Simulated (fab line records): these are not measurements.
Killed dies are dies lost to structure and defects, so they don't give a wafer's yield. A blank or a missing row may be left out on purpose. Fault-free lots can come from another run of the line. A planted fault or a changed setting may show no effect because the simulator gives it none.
Comparing a struck lot with a sound one    flow n5-finfet    14 steps out of a route of 1938
Sound: the wafers L583.1, L583.2, L583.6. Wafers struck: L586.1, L586.2, L586.6. The cause comes at the end.
For every step that has rows: the tool of each side, followed by ch and its chambers, followed by its first start. Under that, the readings that differ: sound wafers    struck wafers    difference of the means    sigmas: that difference in standard deviations of wafers without a fault.
alike: same words and numbers on both sides, and readings whose means sit less than 2 such deviations apart. not compared: any withheld reading, any reading some wafer has no value for, any bound like >300 that may hide the same value, and any number with overlapping values for which the record gives no deviation.
Wherever a step has rows on one side only, a row that says differs or no value, or a row with sigmas, the two part there. When numbers do not overlap yet have no deviation, they are printed without sigmas and do not part them. A reading missing from all wafers of one side parts the sides only when that side holds two or more wafers.

first, 3 steps without rows for these wafers: N5_HKMG_FIN_WET_ETCH_65 (etches a-Si in TMAH, stops on TiN, time 49 s, target depth 3 nm); N5_HKMG_FIN_WET_ETCH_81 (etches TiN in SC1, stops on HfO2, time 57 s, target depth 6 nm); N5_HKMG_FIN_WET_ETCH_82 (etches La2O3 in dHCl, stops on HfO2, target depth 2 nm, rinse time 30 s).
N5_HKMG_FIN_ALD_36: deposits TiN, target thk 1 nm, pulse time 1 s, purge time 3 s.
  sound on ald-metal-03 ch 0,1,3, day 5 12:50; struck on ald-metal-01 ch 0,3, day 6 08:49
  alike: chamber-pressure-Torr, heater-power-outer-w, heater-power-w, precursor-pulse-height-rel
  not compared: since-wet-clean-h
N5_HKMG_FIN_THK_MEAS_70: measures by xrf.
  sound on film-metro-02, day 5 13:07; struck on film-metro-01, day 6 09:05
  alike: HK_THK
N5_HKMG_FIN_PWFM_ALD_03: deposits TiN, target thk 2 nm, pulse time 1 s, purge time 3 s.
  sound on ald-metal-02 ch 0,2,3, day 5 13:10; struck on ald-metal-03 ch 1,3, day 6 09:08
  alike: chamber-pressure-Torr, heater-power-outer-w, heater-power-w, precursor-pulse-height-rel
  not compared: since-wet-clean-h
then, 6 steps without rows for these wafers: N5_HKMG_FIN_COAT_29 (time 60 s, resist thk 300 nm); N5_HKMG_FIN_COAT_30 (time 60 s, resist thk 35 nm); N5_HKMG_FIN_COAT_06 (resist thk 90 nm); N5_HKMG_FIN_EBR_08; N5_HKMG_FIN_SOFTBAKE_07 (time 60 s); N5_HKMG_FIN_EXPOSE_09 (exposes mask NWFM).
N5_HKMG_FIN_PEB_10: peb time 60 s.
  sound on litho-track-02 ch 0, day 5 13:56; struck on litho-track-04, day 6 09:54
  no value came back on the struck wafers for chill-plate-temp-C (C), exhaust-pa (Pa); on the sound wafers chill-plate-temp-C (C) reads 22.85 22.98 22.90
then, 1 step without rows for these wafers: N5_HKMG_FIN_DEVELOP_11 (develop time 30 s).

WHERE THEY PART
Within this record, at N5_HKMG_FIN_PEB_10 only.

WHY: whatever the simulator had introduced
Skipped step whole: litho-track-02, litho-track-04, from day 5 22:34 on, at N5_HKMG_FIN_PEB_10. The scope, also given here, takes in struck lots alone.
